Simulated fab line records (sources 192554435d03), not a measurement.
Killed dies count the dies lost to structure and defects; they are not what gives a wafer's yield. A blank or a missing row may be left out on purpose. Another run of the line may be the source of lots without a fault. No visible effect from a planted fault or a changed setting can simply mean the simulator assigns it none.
fab line records	flow n5Finfet
record lots=9	wafers=26	lastDay=19
route steps=1938 shown BEOL_M3@953 BEOL_M4@1111
lots with no fault: from the same line, run without faults
startH: hours from the record's opening day to when the first of the lot's shown wafers began	waitH: how many hours have passed since the lot's step before this one	" repeats the value in the row above	L1.1+2: several wafers, shown together as one row	- no value, or no start was given	* or withheld: withheld	< > ~ a bound
route shown NAME@n: NAME is a module with steps in the file, n the number in the route of the first one	usual: mean/standard deviation taken from wafers without a fault	same: alike in all rows	chamber/n: place in a boat	sites: readings site by site	_std_site: their standard deviation	_edge_site: outer sites' mean less inner sites'	radiusMm: how far each site lies from the wafer's centre	mask NAME#n: copy n	behind: the last tool/chamber to shape the wafer	hold: reason for holding the lot/hours on hold/outcome of the hold	device: the n, p or np transistor that did not switch	end of line: tests of these same wafers at the route's end	a step without rows: its recipe alone	killed: dies that structure and defects cost at the first sort, which is not the same as the wafer's yield	map: a wafer's dies, marking killed ones x, the rest . and places with no die _
set.NAME: the run value of the setting; set.NAME@STEP: its run value at that earlier step	model.NAME: the simulator's own value behind a step, which no gauge read
one table for each step of the route and one row for each wafer, over a sample of lots
services: a tool's chamber out of use, with start hour (startH, from the record's first day; less than 0 if before it), hours out, and reason
## steps
# step N5_BEOL_M3_STRIP_66
# recipe chemistry=CF4	resist=SiARC	powerW=300	biasPowerW=75	pressureMtorr=50	cf4FlowSccm=150	rfFrequencyHz=6e+07
# usual drypumpMotorCurrentA=5.8/0.54	oesProductAu=0.76/0.066	rfVppV=271.1/1.6	showerheadPlenumPTorr=1.79/0.053	throttleValvePct=13.64/0.26
lot.wafer	tool	chamber	startH	waitH	drypumpMotorCurrentA	oesProductAu	rfHoursCounterH	rfVppV	showerheadPlenumPTorr	throttleValvePct
L186.1	rieDiel-01	1	202.40	0.0	6.2	0.70	195	269.6	1.72	13.85
L186.3	"	0	"	"	6.1	0.92	4	269.1	1.76	13.08
L186.6	"	0	"	"	6.2	0.93	-	270.4	1.76	13.07
L187.5	rieDiel-01	1	206.12	0.0	6.2	0.71	-	270.0	1.72	13.84
L187.6	"	2	"	"	5.7	0.76	-	272.7	1.84	13.71
L191.1	rieDiel-03	1	235.46	0.0	6.1	0.71	210	271.6	1.84	13.80
L191.5	"	2	"	"	4.7	0.75	-	274.3	1.86	13.96
L191.6	"	3	"	"	6.4	0.82	-	269.6	1.74	13.42
L196.1	rieDiel-03	3	236.37	0.0	6.4	0.82	78	270.0	1.74	13.42
L196.3	"	0	"	"	5.0	0.71	170	271.5	1.78	13.81
L196.6	"	2	"	"	4.7	0.75	-	272.5	1.86	13.96
L200.1	rieDiel-01	3	269.12	0.0	6.1	0.72	195	274.4	1.86	13.49
L200.3	"	2	"	"	5.7	0.74	192	273.5	1.84	13.75
L200.5	"	3	"	"	6.2	0.72	-	272.9	1.86	13.49
L201.1	rieDiel-01	1	280.86	0.0	6.2	0.68	219	269.6	1.71	13.91
L201.2	"	2	"	"	5.7	0.73	196	272.3	1.84	13.77
L201.5	"	2	"	"	5.7	0.74	-	273.9	1.84	13.78
L202.1	rieDiel-03	3	285.38	0.0	6.3	0.80	95	269.9	1.73	13.46
L202.4	"	1	"	"	6.1	0.70	225	271.7	1.84	13.85
L202.6	"	2	"	"	4.7	0.73	-	270.7	1.85	13.98
L203.1	rieDiel-01	3	294.18	0.0	6.2	0.71	203	273.0	1.86	13.51
L203.3	"	1	"	"	6.2	0.68	224	270.0	1.71	13.91
L203.4	"	2	"	"	5.7	0.73	200	272.0	1.84	13.78
L204.1	rieDiel-04	1	309.03	0.0	6.1	0.75	158	268.2	1.72	13.94
L204.3	"	3	"	"	6.0	0.70	207	270.4	1.76	13.78
L204.6	"	0	"	"	5.9	0.66	-	270.3	1.83	13.55
# step N5_BEOL_M3_STRIP_19
# recipe chemistry=O2	powerW=400	tempC=40	pressureMtorr=30	rfFrequencyHz=6e+07	biasPowerW=0	overashFraction=0.2	o2FlowSccm=225
# usual drypumpMotorCurrentA=5.8/0.49	oesProductAu=0.76/0.074	rfVppV=3.7/0.51	showerheadPlenumPTorr=2.09/0.07	throttleValvePct=16.74/0.24
lot.wafer	tool	chamber	startH	waitH	drypumpMotorCurrentA	oesProductAu	rfHoursCounterH	rfVppV	showerheadPlenumPTorr	throttleValvePct
L186.1	rieDiel-01	1	202.61	0.1	6.2	0.71	195	4.2	1.98	16.81
L186.3	"	0	"	"	6.1	0.95	4	3.6	2.06	16.21
L186.6	"	1	"	"	6.2	0.71	-	3.3	1.98	16.83
L187.5	rieDiel-01	1	206.37	0.1	6.3	0.71	-	3.7	1.98	16.83
L187.6	"	2	"	"	5.7	0.75	-	3.2	2.16	16.77
L191.1	rieDiel-04	2	235.62	0.1	5.2	0.91	12	4.9	2.06	16.42
L191.5	"	1	"	"	6.2	0.77	-	4.0	2.01	16.97
L191.6	"	0	"	"	5.9	0.69	-	3.6	2.15	16.57
L196.1	rieDiel-03	0	236.52	0.1	5.0	0.72	170	3.3	2.10	17.03
L196.3	"	3	"	"	6.4	0.83	78	2.9	2.04	16.63
L196.6	"	0	"	"	5.0	0.72	-	3.0	2.10	17.04
L200.1	rieDiel-01	3	269.33	0.1	6.2	0.73	196	4.3	2.18	16.54
L200.3	"	0	"	"	6.1	0.90	25	4.2	2.06	16.26
L200.5	"	3	"	"	6.2	0.72	-	3.7	2.18	16.55
L201.1	rieDiel-01	3	281.11	0.2	6.2	0.72	200	3.3	2.18	16.56
L201.2	"	2	"	"	5.7	0.73	196	3.0	2.15	16.82
L201.5	"	1	"	"	6.3	0.69	-	3.5	1.98	16.86
L202.1	rieDiel-03	2	285.53	0.1	4.7	0.74	178	3.9	2.18	17.15
L202.4	"	1	"	"	6.1	0.70	225	3.7	2.17	16.99
L202.6	"	3	"	"	6.4	0.81	-	3.8	2.04	16.64
L203.1	rieDiel-01	1	294.60	0.3	6.2	0.69	224	3.9	1.97	16.87
L203.3	"	0	"	"	6.1	0.87	33	3.8	2.05	16.25
L203.4	"	3	"	"	6.2	0.72	203	3.8	2.18	16.58
L204.1	rieDiel-04	3	309.27	0.2	5.9	0.72	207	3.4	2.06	16.85
L204.3	"	1	"	"	6.1	0.75	158	3.8	2.00	17.03
L204.6	"	1	"	"	6.1	0.75	-	3.9	2.00	17.00
# step N5_BEOL_M3_ETCH_77
# recipe chemistry=N2/H2	target=underlayer	targetDepthA=65	maskMaterial=CAR-EUV	timeS=5.2	ionEnergyEv=200	pressureMtorr=30	sourceW=840	biasW=150	n2FlowSccm=200	h2FlowSccm=200	ends=cleared
# usual drypumpMotorCurrentA=5.9/0.48	etchRfOnTimeS=5.18/0.15	h2FlowSccm=200.1/0.54	oesProductAu=0.66/0.066	rfVppV=523.9/2.5	showerheadPlenumPTorr=2.55/0.077	throttleValvePct=17.97/0.29
lot.wafer	tool	chamber	startH	waitH	drypumpMotorCurrentA	etchRfOnTimeS	h2FlowSccm	oesProductAu	rfHoursCounterH	rfVppV	showerheadPlenumPTorr	throttleValvePct
L186.1	rieDiel-04	0	203.32	0.0	5.9	5.21	200.5	0.58	222	525.7	2.62	17.74
L186.3	"	3	"	"	5.9	5.22	200.7	0.62	175	523.1	2.54	18.06
L186.6	"	1	"	"	6.1	5.12	199.9	0.67	-	520.6	2.46	18.39
L187.5	rieDiel-03	2	207.03	0.0	4.7	5.38	199.7	0.64	-	527.1	2.65	18.17
L187.6	"	3	"	"	6.4	4.87	200.3	0.74	-	522.5	2.47	17.68
L191.1	rieDiel-04	3	236.29	0.0	6.0	5.16	200.5	0.61	186	523.0	2.53	18.08
L191.5	"	2	"	"	5.3	5.26	179.9	0.78	-	525.3	2.45	17.19
L191.6	"	3	"	"	5.9	5.16	201.2	0.62	-	522.1	2.53	18.07
L196.1	rieDiel-04	0	237.06	0.0	5.9	5.25	199.8	0.58	228	527.9	2.62	17.73
L196.3	"	2	"	"	5.2	5.30	179.8	0.77	13	525.7	2.45	17.18
L196.6	"	0	"	"	5.9	5.16	199.4	0.58	-	526.8	2.62	17.74
L200.1	rieDiel-01	1	270.00	0.0	6.2	5.24	199.4	0.59	216	520.8	2.43	18.20
L200.3	"	3	"	"	6.2	4.87	200.4	0.64	196	525.1	2.65	17.83
L200.5	"	1	"	"	6.3	5.20	199.8	0.59	-	520.8	2.43	18.23
L201.1	rieDiel-01	2	281.65	0.0	5.7	5.31	199.5	0.63	196	527.8	2.63	18.08
L201.2	"	1	"	"	6.2	5.32	199.5	0.58	220	520.8	2.43	18.25
L201.5	"	0	"	"	6.1	5.24	199.4	0.74	-	520.8	2.50	17.40
L202.1	rieDiel-03	3	286.48	0.0	6.4	4.97	199.7	0.72	95	521.4	2.46	17.73
L202.4	"	1	"	"	6.1	5.48	199.5	0.59	226	525.9	2.62	18.09
L202.6	"	1	"	"	6.1	5.44	199.8	0.59	-	528.1	2.62	18.09
L203.1	rieDiel-01	0	295.27	0.0	6.1	5.23	199.9	0.72	33	522.5	2.50	17.38
L203.3	"	3	"	"	6.2	4.87	199.2	0.63	203	524.6	2.64	17.85
L203.4	"	1	"	"	6.2	5.22	199.4	0.59	224	520.6	2.43	18.22
L204.1	rieDiel-04	2	309.94	0.0	5.3	5.05	200.4	0.76	33	521.2	2.50	17.79
L204.3	"	1	"	"	6.1	5.22	200.2	0.64	159	521.6	2.45	18.45
L204.6	"	3	"	"	6.0	5.17	200.4	0.61	-	522.6	2.53	18.09
# step N5_BEOL_M3_ALD_98
# recipe material=SiO2	targetThkA=25	tempC=100	aldPrecursorFamily=BDEAS	aldCoReactant=O2-plasma	pulseTimeS=1	coReactantPulseTimeS=1	purgeTimeS=2	coReactantPurgeTimeS=2	aldCycles=17	pressureTorr=2
# usual heaterPowerW=80/7.1	precursorPulseHeightRel=0.998/0.02
# same aldCycles=17	coReactantPulseTimeS=1
lot.wafer	tool	chamber	startH	waitH	heaterPowerW	precursorPulseHeightRel
L186.1	aldSin-04	2	203.46	0.1	76	1.009
L186.3	"	1	"	"	74	0.989
L186.6	"	0	"	"	87	0.980
L187.5	aldSin-04	0	207.17	0.1	87	1.004
L187.6	"	1	"	"	74	1.035
L191.1	aldSin-02	0	236.39	0.1	72	1.023
L191.5	"	3	"	"	88	0.990
L191.6	"	2	"	"	84	0.989
L196.1	aldSin-02	0	237.17	0.1	70	1.027
L196.3	"	3	"	"	94	0.987
L196.6	"	2	"	"	85	0.997
L200.1	aldSin-04	1	270.09	0.1	74	0.983
L200.3	"	0	"	"	87	0.986
L200.5	"	3	"	"	74	0.985
L201.1	aldSin-04	2	281.75	0.1	75	0.969
L201.2	"	1	"	"	75	0.993
L201.5	"	3	"	"	75	0.987
L202.1	aldSin-02	3	286.58	0.1	91	1.030
L202.4	"	1	"	"	88	0.978
L202.6	"	0	"	"	71	1.002
L203.1	aldSin-04	0	295.62	0.3	87	0.974
L203.3	"	3	"	"	76	1.027
L203.4	"	1	"	"	73	0.996
L204.1	aldSin-02	3	310.04	0.1	92	0.977
L204.3	"	2	"	"	84	1.016
L204.6	"	0	"	"	69	0.981
# step N5_BEOL_M4_RC_MEAS_101
# usual DIBL_N=36.0/1.6	DIBL_P=35.8/2	IOFF_N=0.152/0.03	IOFF_P=0.20/0.031	ION_N=670/12	ION_P=459/7.4	SS_N=71.5/0.56	SS_P=73.2/0.64	VT_N=251/3.5	VT_P=-252/3.3
lot.wafer	tool	chamber	startH	waitH	DIBL_N[mV/V]	DIBL_P[mV/V]	IOFF_N[nA/um]	IOFF_P[nA/um]	ION_N[uA/um]	ION_P[uA/um]	SS_N[mV/dec]	SS_P[mV/dec]	VT_N[mV]	VT_P[mV]
L186.1	prober-01	0	238.45	0.0	33.6	34.2	0.113	0.19	644	456	71.4	72.4	255	-247
L186.3	"	0	"	"	36.9	38.5	0.172	0.26	676	473	71.7	73.6	248	-245
L186.6	"	0	"	"	34.7	35.2	0.136	0.21	673	473	71.2	72.9	253	-248
L187.5	prober-02	0	239.46	0.6	36.8	37.0	0.170	0.20	665	449	71.2	73.4	247	-253
L187.6	"	0	"	"	34.7	35.1	0.134	0.18	667	457	71.4	73.4	253	-252
L191.1	prober-02	0	252.74	0.0	35.8	35.9	0.134	0.17	677	452	71.8	72.7	252	-258
L191.5	"	0	"	"	35.1	35.9	0.132	0.18	669	467	71.2	72.4	252	-256
L191.6	"	0	"	"	36.3	36.2	0.141	0.17	662	451	71.6	73.2	253	-258
L196.1	prober-02	0	284.35	0.0	34.7	33.2	0.122	0.15	658	452	71.2	73.1	254	-257
L196.3	"	0	"	"	39.0	38.9	0.210	0.24	690	472	72.5	73.9	246	-248
L196.6	"	0	"	"	36.8	35.7	0.154	0.19	667	452	71.9	73.5	252	-252
L202.1	prober-02	0	315.94	0.0	35.4	35.1	0.126	0.16	651	441	71.2	72.9	253	-254
L202.4	"	0	"	"	35.7	37.0	0.139	0.18	671	461	71.3	73.1	253	-252
L202.6	"	0	"	"	38.8	40.0	0.190	0.23	671	449	72.2	74.8	247	-251
L200.1	prober-02	0	317.40	0.0	35.8	34.9	0.155	0.19	680	462	71.8	72.8	249	-252
L200.3	"	0	"	"	33.6	31.3	0.109	0.14	653	449	71.5	73.0	257	-256
L200.5	"	0	"	"	34.9	33.4	0.135	0.17	674	463	71.9	72.8	250	-253
L201.1	prober-02	0	328.96	0.0	35.5	33.7	0.136	0.21	674	473	70.9	72.8	254	-250
L201.2	"	0	"	"	36.1	34.1	0.144	0.21	661	459	71.4	73.5	251	-246
L201.5	"	0	"	"	35.4	33.8	0.135	0.20	664	459	71.3	73.4	251	-247
L203.1	prober-01	0	342.77	0.0	35.3	36.1	0.156	0.23	681	467	71.0	73.7	248	-249
L203.3	"	0	"	"	35.7	36.1	0.171	0.22	677	468	71.2	74.0	249	-250
L203.4	"	0	"	"	37.0	37.1	0.177	0.23	676	465	71.9	74.4	251	-250
L204.1	prober-02	0	347.34	0.0	34.3	34.4	0.129	0.17	655	454	70.4	72.7	250	-253
L204.3	"	0	"	"	31.8	30.1	0.087	0.11	632	435	71.7	71.6	259	-261
L204.6	"	0	"	"	33.2	32.1	0.113	0.14	658	449	71.2	72.2	255	-258
## services
tool	chamber	startH	hours	kind
rieDiel-03	-	179.33	2.8	pm
aldSin-02	0	190.82	-	clean
aldSin-02	1	190.82	-	clean
aldSin-02	2	190.82	-	clean
aldSin-02	3	190.82	-	clean
aldSin-02	3	191.22	1.4	repair
rieDiel-04	2	200.78	4.9	repair
rieDiel-04	0	210.17	13.3	repair
aldSin-04	-	220.24	6.1	pm
aldSin-04	0	227.91	13.5	repair
aldSin-02	-	243.74	6.1	pm
aldSin-02	-	271.91	0.9	repair
aldSin-02	2	276.83	14.5	repair
rieDiel-01	3	288.09	4.2	repair
aldSin-04	-	289.65	2.8	pm
rieDiel-04	0	309.05	-	clean
rieDiel-04	0	309.05	-	consumableReplace:focusRing
## key
firstSign step=N5_BEOL_M3_ETCH_77	reading=h2FlowSccm	direction=down	sigmas=38	usual=200.1	struck=179.8
effect none on later readings
metAt N5_BEOL_M3_ETCH_77
struckLots L191,L196
struckWafers L191.5,L196.3
notActingAt N5_BEOL_M3_STRIP_66,N5_BEOL_M3_STRIP_19,N5_BEOL_M3_ALD_98
fault kind=processParameterDrift	tool=rieDiel-04	chamber=2	onsetH=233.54	steps=N5_BEOL_M3_ETCH_77	channel=h2FlowSccm	offset=-20	shape=step	endH=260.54	actsIn=theseRecipesOnly	stated=200
